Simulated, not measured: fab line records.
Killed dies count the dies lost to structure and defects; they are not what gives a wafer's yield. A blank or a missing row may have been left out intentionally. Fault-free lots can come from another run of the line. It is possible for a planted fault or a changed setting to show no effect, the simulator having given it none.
Which tool is to blame? + flow n5-finfet + 8 lots with 23 wafers sampled at 5 steps, on a route of 1938 steps

## WHAT EACH GAUGE READ, for each wafer
N5_BEOL_M1_OVL_MEAS_29.
| lot  | measured     | on         | V0_OVL (nm)    |
|------|--------------|------------|----------------|
| L575 | day 7 09:15  | overlay-02 | 0.8 0.4 0.0    |
| L584 | day 9 02:53  | overlay-02 | 0.7 1.1 0.5    |
| L585 | day 9 04:40  | overlay-02 | -0.3 -0.7 -0.3 |
| L587 | day 9 15:16  | overlay-01 | 0.0 -0.6 0.5   |
| L589 | day 9 22:53  | overlay-02 | 0.7 0.5 0.1    |
| L591 | day 10 11:26 | overlay-01 | -0.1 0.1 0.0   |
| L595 | day 11 17:48 | overlay-01 | 0.1 -0.2 0.4   |
| L596 | day 12 09:48 | overlay-02 | -0.3 0.6       |

N5_BEOL_M4_RC_MEAS_101.
| lot  | measured     | on        | DIBL_N (mV/V)  | DIBL_P (mV/V)  | IOFF_N (nA/um) | IOFF_P (nA/um) | ION_N (uA/um) | ION_P (uA/um) | SS_N (mV/dec)  | SS_P (mV/dec)  | VT_N (mV)   | VT_P (mV)      |
|------|--------------|-----------|----------------|----------------|----------------|----------------|---------------|---------------|----------------|----------------|-------------|----------------|
| L575 | day 8 21:14  | prober-01 | 33.9 32.7 35.4 | 33.3 31.5 35.5 | 0.14 0.12 0.15 | 0.19 0.17 0.21 | 673 665 683   | 461 459 467   | 71.0 70.9 70.4 | 73.1 72.2 72.8 | 248 252 249 | -250 -253 -249 |
| L584 | day 11 11:17 | prober-02 | 36.8 38.4 36.1 | 38.0 40.1 37.2 | 0.16 0.21 0.16 | 0.26 0.29 0.24 | 673 687 685   | 465 475 473   | 72.1 72.0 70.6 | 73.9 74.0 72.9 | 251 247 247 | -247 -244 -249 |
| L585 | day 11 10:43 | prober-01 | 33.8 36.4 33.5 | 34.2 37.2 33.8 | 0.14 0.19 0.14 | 0.20 0.24 0.19 | 687 695 684   | 469 475 473   | 71.0 72.4 70.9 | 72.1 73.2 73.0 | 248 242 249 | -251 -249 -251 |
| L587 | day 11 16:52 | prober-02 | 35.0 35.4 37.5 | 34.6 34.7 37.4 | 0.13 0.14 0.17 | 0.23 0.22 0.26 | 676 680 680   | 477 474 472   | 70.9 70.7 71.7 | 72.0 72.6 73.8 | 248 250 249 | -246 -246 -244 |
| L589 | day 11 19:26 | prober-01 | 33.6 35.7 35.5 | 34.0 35.9 35.8 | 0.16 0.18 0.18 | 0.19 0.20 0.21 | 687 697 695   | 461 464 463   | 71.4 71.6 71.7 | 73.0 73.0 73.6 | 249 247 246 | -254 -250 -250 |
| L591 | day 12 03:20 | prober-01 | 36.2 34.1 34.0 | 35.9 33.0 33.6 | 0.15 0.11 0.11 | 0.17 0.14 0.15 | 675 664 664   | 463 456 462   | 70.9 71.0 70.4 | 73.1 72.5 71.6 | 249 254 254 | -255 -258 -254 |
| L595 | day 14 01:46 | prober-01 | 37.9 38.5 37.8 | 36.6 37.6 37.1 | 0.17 0.20 0.19 | 0.21 0.24 0.22 | 691 696 703   | 463 469 470   | 71.6 71.7 71.1 | 73.4 74.8 73.7 | 248 245 245 | -250 -247 -249 |
| L596 | day 14 09:19 | prober-02 | 40.8 36.5      | 43.6 37.9      | 0.28 0.16      | 0.32 0.22      | 701 672       | 481 462       | 72.3 72.2      | 74.5 72.9      | 241 253     | -247 -250      |

## EACH LOT AND THE TOOL THAT RAN IT (in order: tool; ch and the chambers of the sampled wafers; start)
| lot  | N5_BEOL_M1_ETCH_77                 | N5_BEOL_M1_ETCH_70                 | N5_BEOL_M1_VIA_ETCH_34             |
|------|------------------------------------|------------------------------------|------------------------------------|
| L575 | rie-diel-02 ch 0,1, day 7 09:38    | rie-diel-02 ch 0,1,2, day 7 13:57  | rie-diel-02 ch 0,1,2, day 7 14:03  |
| L584 | rie-diel-04 ch 0,1, day 9 03:01    | rie-diel-02 ch 2,3, day 9 16:53    | rie-diel-02 ch 2,3, day 9 16:59    |
| L585 | rie-diel-02 ch 0,1,3, day 9 04:47  | rie-diel-02 ch 2,3, day 9 13:32    | rie-diel-02 ch 2,3, day 9 13:38    |
| L587 | rie-diel-03 ch 0,2,3, day 9 15:24  | rie-diel-02 ch 0,1,3, day 10 02:49 | rie-diel-02 ch 0,1,3, day 10 02:55 |
| L589 | rie-diel-04 ch 0,3, day 9 22:59    | rie-diel-02 ch 0,1,3, day 10 06:25 | rie-diel-02 ch 0,1,3, day 10 06:31 |
| L591 | rie-diel-04 ch 0,1,2, day 10 11:34 | rie-diel-04 ch 0,1,2, day 10 13:20 | rie-diel-04 ch 0,1,2, day 10 13:26 |
| L595 | rie-diel-04 ch 2,3, day 11 17:55   | rie-diel-04 ch 0,1,3, day 12 01:59 | rie-diel-04 ch 0,1,3, day 12 02:05 |
| L596 | rie-diel-02 ch 1,3, day 12 10:08   | rie-diel-03 ch 2,3, day 12 16:49   | rie-diel-03 ch 2,3, day 12 16:55   |
- N5_BEOL_M1_ETCH_77: etches underlayer in N2/H2, target depth 6.5 nm, time 5.2 s.
- N5_BEOL_M1_ETCH_70: etches SOC in N2/H2, target depth 80 nm, overetch 16 nm, time 120 s.
- N5_BEOL_M1_VIA_ETCH_34: etches the open film in C4F6/O2, target depth 67.8 nm, time 64.4 s.

## AS READ BY THE TOOLS THEMSELVES (means over the sampled wafers that have a number; for cases with no such wafer, the mark the record gives instead)
N5_BEOL_M1_ETCH_77.
| lot  | tool        | bias-w (W) | chamber-pressure-mTorr (mTorr) | drypump-motor-current-A (A) | etch-rf-on-time-s (s) | h2-flow-sccm (sccm) | n2-flow-sccm (sccm) | oes-product-au (a.u.) | rf-vpp-V (V) | showerhead-plenum-p-Torr (Torr) | throttle-valve-pct (%) |
|------|-------------|------------|--------------------------------|-----------------------------|-----------------------|---------------------|---------------------|-----------------------|--------------|---------------------------------|------------------------|
| L575 | rie-diel-02 | 149.5      | 30.01                          | 5.1                         | 5.15                  | 199.3               | 200.3               | 0.71                  | 519.9        | 2.40                            | 17.85                  |
| L584 | rie-diel-04 | -          | -                              | -                           | -                     | -                   | -                   | -                     | -            | -                               | -                      |
| L585 | rie-diel-02 | -          | -                              | -                           | -                     | -                   | -                   | -                     | -            | -                               | -                      |
| L587 | rie-diel-03 | 149.8      | 30.03                          | 5.8                         | 5.21                  | 199.9               | 200.1               | 0.67                  | 526.6        | 2.59                            | 17.98                  |
| L589 | rie-diel-04 | 149.6      | 29.95                          | 6.3                         | 5.15                  | 200.1               | 200.2               | 0.70                  | 519.8        | 2.39                            | 17.83                  |
| L591 | rie-diel-04 | 149.6      | 29.96                          | 6.0                         | 5.17                  | 199.3               | 199.7               | 0.71                  | 522.0        | 2.50                            | 17.80                  |
| L595 | rie-diel-04 | 150.0      | 30.05                          | 5.7                         | 5.18                  | 199.9               | 199.2               | 0.77                  | 524.7        | 2.56                            | 17.67                  |
| L596 | rie-diel-02 | 149.7      | 30.01                          | 5.3                         | 5.21                  | 199.9               | 200.4               | 0.67                  | 523.9        | 2.50                            | 17.74                  |

N5_BEOL_M1_ETCH_70.
| lot  | tool        | bias-w (W) | chamber-pressure-mTorr (mTorr) | drypump-motor-current-A (A) | h2-flow-sccm (sccm) | n2-flow-sccm (sccm) | oes-product-au (a.u.) | rf-vpp-V (V) | showerhead-plenum-p-Torr (Torr) | throttle-valve-pct (%) |
|------|-------------|------------|--------------------------------|-----------------------------|---------------------|---------------------|-----------------------|--------------|---------------------------------|------------------------|
| L575 | rie-diel-02 | 149.8      | 30.014                         | 5.3                         | 200.0               | 200.1               | 0.61                  | 521.6        | 2.46                            | 17.76                  |
| L584 | rie-diel-02 | 150.2      | 30.007                         | 5.7                         | 200.5               | 199.7               | 0.54                  | 523.0        | 2.52                            | 17.84                  |
| L585 | rie-diel-02 | 150.4      | 30.008                         | 5.7                         | 200.4               | 199.2               | 0.53                  | 522.0        | 2.52                            | 17.82                  |
| L587 | rie-diel-02 | 149.9      | 29.985                         | 5.2                         | 200.6               | 200.2               | 0.61                  | 521.9        | 2.46                            | 17.78                  |
| L589 | rie-diel-02 | 150.0      | 29.992                         | 5.2                         | 199.5               | 200.2               | 0.61                  | 522.1        | 2.46                            | 17.77                  |
| L591 | rie-diel-04 | 149.5      | 30.018                         | 6.0                         | 200.5               | 200.4               | 0.63                  | 522.2        | 2.50                            | 17.75                  |
| L595 | rie-diel-04 | 150.0      | 29.977                         | 6.2                         | 199.7               | 200.2               | 0.62                  | 522.3        | 2.46                            | 17.78                  |
| L596 | rie-diel-03 | 149.9      | 30.023                         | 6.0                         | 200.4               | 200.2               | 0.61                  | 525.0        | 2.62                            | 17.81                  |

N5_BEOL_M1_VIA_ETCH_34.
| lot  | tool        | C4F6_flow_sccm (sccm) | O2_flow_sccm (sccm) | drypump-motor-current-A (A) | oes-product-au (a.u.) | rf-vpp-V (V) | showerhead-plenum-p-Torr (Torr) | throttle-valve-pct (%) |
|------|-------------|-----------------------|---------------------|-----------------------------|-----------------------|--------------|---------------------------------|------------------------|
| L575 | rie-diel-02 | 10.018                | 10.00               | 5.3                         | 0.80                  | 660          | 2.75                            | 30.64                  |
| L584 | rie-diel-02 | 9.991                 | 10.01               | 5.6                         | 0.70                  | 679          | 2.82                            | 30.65                  |
| L585 | rie-diel-02 | 9.984                 | 10.00               | 5.7                         | 0.69                  | 680          | 2.82                            | 30.65                  |
| L587 | rie-diel-02 | 10.006                | 9.98                | 5.2                         | 0.80                  | 664          | 2.75                            | 30.70                  |
| L589 | rie-diel-02 | 9.990                 | 9.98                | 5.2                         | 0.80                  | 664          | 2.75                            | 30.69                  |
| L591 | rie-diel-04 | 10.012                | 10.00               | 6.0                         | 0.83                  | 662          | 2.81                            | 30.89                  |
| L595 | rie-diel-04 | 10.007                | 9.98                | 6.2                         | 0.82                  | 663          | 2.77                            | 30.90                  |
| L596 | rie-diel-03 | 9.992                 | 10.02               | 6.0                         | 0.80                  | 652          | 2.92                            | 30.80                  |

## THE ANSWER, worked out from the rows above alone
Rule: the lots themselves supply what counts as usual. The widest of any qualifying gaps counts: lots, ordered by their means at a reading, are off when they make up no more than a third of the lots, leave a main group of 4 or more, and stand apart from it by 3 or more times the standard deviation of that group's means. The tables above print the reading to a certain number of digits; a main group whose means all agree to those digits is not used. A lot without any number at a reading at which 4 lots or more have one is off too. All remaining lots with rows at the step are treated as sound. After the gauges, taken in route order, come the tools' own readings; for these a lot's mean is taken, as printed above. The first step at which some lot is off is used, and at that step the reading that is off furthest; a lot without a number counts as furthest.
Off: L584, L585, at N5_BEOL_M1_ETCH_77 (bias-w). Without a number there: L584, L585. The main group has a mean of 149.7 W with a standard deviation of 0.16.
If a tool, at that step or one of the process steps before it, ran each lot that is off and ran no sound lot following the first of them, it fits. Not one of the candidates tried fits.

## WHAT THE SIMULATOR HAD INSERTED
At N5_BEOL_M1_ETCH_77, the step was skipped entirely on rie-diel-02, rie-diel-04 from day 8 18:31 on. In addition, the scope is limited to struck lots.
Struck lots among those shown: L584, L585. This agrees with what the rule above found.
